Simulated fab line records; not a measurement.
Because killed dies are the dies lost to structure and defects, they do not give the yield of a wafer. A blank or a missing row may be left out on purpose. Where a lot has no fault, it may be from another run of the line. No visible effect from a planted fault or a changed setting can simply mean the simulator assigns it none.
One fault through the eyes of 2 desks | flow n5_finfet | only its own numbers are on each desk; what lay behind them is given at the end

THE METROLOGY DESK
What the gauges read, lot by lot, whatever tool the lot ran on: means of the sampled wafers that have a number. Any lot whose mean is over 4 standard deviations away from the usual mean is out of limits and marked OUT; that distance is given in the brackets. Of its 12 readings 7 are shown: those that lie furthest out on some lot.
Columns: A = trench_depth_nm at N5_STI_FIN_REVEAL_FIN_H_MEAS_10, usual 52.0 nm; B = DIBL_P at N5_BEOL_M4_RC_MEAS_101, usual 37.7 mV/V; C = IOFF_N at N5_BEOL_M4_RC_MEAS_101, usual 0.18 nA/um; D = ION_N at N5_BEOL_M4_RC_MEAS_101, usual 681 uA/um; E = ION_P at N5_BEOL_M4_RC_MEAS_101, usual 463 uA/um; F = VT_N at N5_BEOL_M4_RC_MEAS_101, usual 248 mV; G = VT_P at N5_BEOL_M4_RC_MEAS_101, usual -249 mV
lot  | first seen here | A    | B    | C    | D   | E   | F   | G
L808 | day 2 04:37     | 51.7 | 38.9 | 0.21 | 677 | 465 | 247 | -243
L810 | day 2 14:36     | 52.7 | 38.9 | 0.21 | 694 | 476 | 248 | -249
L811 | day 2 20:06     | 52.5 | 37.1 | 0.17 | 686 | 460 | 248 | -252
L812 | day 3 02:25     | 51.1 | 38.1 | 0.18 | 671 | 450 | 250 | -253
L816 | day 4 05:38     | 52.7 | 38.1 | 0.17 | 685 | 463 | 250 | -252
L817 | day 4 10:37     | 51.8 | 38.0 | 0.19 | 672 | 459 | 249 | -248
L819 | day 5 03:02     | 52.2 | 41.3 | 0.24 | 712 | 477 | 243 | -247
L820 | day 5 08:35     | 53.6 | 36.6 | 0.18 | 699 | 474 | 245 | -251
L821 | day 5 11:05     | 51.1 | 37.4 | 0.17 | 675 | 460 | 249 | -250
L828 | day 7 03:39     | 51.5 | 37.1 | 0.15 | 669 | 456 | 251 | -254
This desk's finding: nothing out of limits on any of the 10 lots.

DESK OF THE TOOL OWNER: vapor_etch-01
The tool's own readings at N5_STI_FIN_REVEAL_RECESS_09 (chemistry HF/NH3, target SiO2, afs cycles 11, target depth 42.5 nm, sublimation time 60 s): means of the sampled wafers that have a number, for each lot that ran on this tool. Any lot whose mean is over 4 standard deviations away from the usual mean is out of limits and marked OUT; that distance is given in the brackets.
Columns: A = drypump_motor_current_A at N5_STI_FIN_REVEAL_RECESS_09, usual 5.7 A
lot  | first seen here | A
L808 | day 2 12:08     | 5.9
L810 | day 2 21:44     | 5.9
L811 | day 3 03:14     | 6.2
L816 | day 4 12:37     | 6.2
L817 | day 4 17:48     | 5.7
L819 | day 5 11:24     | 5.8
L820 | day 5 16:29     | 5.9
This desk's finding: nothing out of limits on any of the 7 lots.

PUT TOGETHER
The metrology desk saw nothing out of limits.
The tool owner's desk saw nothing out of limits.

WHAT HAD BEEN PUT IN BY THE SIMULATOR
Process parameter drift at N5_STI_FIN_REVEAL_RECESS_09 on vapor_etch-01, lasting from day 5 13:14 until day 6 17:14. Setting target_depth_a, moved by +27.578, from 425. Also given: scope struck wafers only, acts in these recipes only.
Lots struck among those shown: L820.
